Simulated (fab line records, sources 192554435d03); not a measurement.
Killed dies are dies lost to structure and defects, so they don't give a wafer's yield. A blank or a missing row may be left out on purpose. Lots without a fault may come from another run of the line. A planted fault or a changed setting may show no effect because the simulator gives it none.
Chamber matching | flow n5_finfet | N5_BEOL_M0_SAQP_STRIP_108 on rie_diel-04: 4 sister chambers
The step strips in N2/H2. 8 wafers are shown with their chamber, then 11 later ones without.

WAFERS WITH THEIR CHAMBER
wafer  | chamber | showerhead_plenum_p_Torr (Torr) | oes_product_au (a.u.)
L082.1 | 3       | 3.24                            | 0.78
L084.1 | 3       | 3.24                            | 0.78
L085.5 | 1       | 3.21                            | 0.72
L085.6 | 2       | 3.33                            | 0.70
L089.4 | 0       | 3.19                            | 0.69
L089.5 | 0       | 3.19                            | 0.69
L089.6 | 1       | 3.20                            | 0.71
L090.1 | 2       | 3.32                            | 0.69

WAFERS WITHOUT THEIR CHAMBER
wafer  | showerhead_plenum_p_Torr (Torr) | oes_product_au (a.u.)
L090.2 | 3.19                            | 0.69
L090.3 | 3.20                            | 0.70
L090.4 | 3.23                            | 0.76
L090.5 | 3.32                            | 0.70
L090.6 | 3.23                            | 0.76
L091.1 | 3.23                            | 0.76
L091.4 | 3.18                            | 0.69
L091.5 | 3.18                            | 0.70
L095.1 | 3.18                            | 0.69
L095.5 | 3.32                            | 0.69
L095.6 | 3.20                            | 0.70

WHICH CHAMBER EACH WENT THROUGH
wafer  | from the rows above     | in truth
L090.2 | 0                       | 0
L090.3 | can't be placed: 0 or 1 | 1
L090.4 | 3                       | 3
L090.5 | 2                       | 2
L090.6 | 3                       | 3
L091.1 | 3                       | 3
L091.4 | 0                       | 0
L091.5 | 0                       | 0
L095.1 | 0                       | 0
L095.5 | 2                       | 2
L095.6 | can't be placed: 0 or 1 | 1
Placed correctly: 9 of 11. Can't be placed from these rows: 2 (the true chamber is among the candidates in 2). Placed wrongly: 0.
How it was worked out, from the rows above alone: a wafer's distance from a chamber is the root of the sum, over the readings, of the square of ((its reading less the chamber's mean) divided by the reading's scatter). The wafer belongs to the nearest chamber; if the next one is less than 2 further off, it can't be placed. A chamber's mean is the mean of its shown wafers. The scatter: the root of (the sum of the squares of (reading less its chamber's mean) over the shown wafers, divided by (wafers less chambers)).
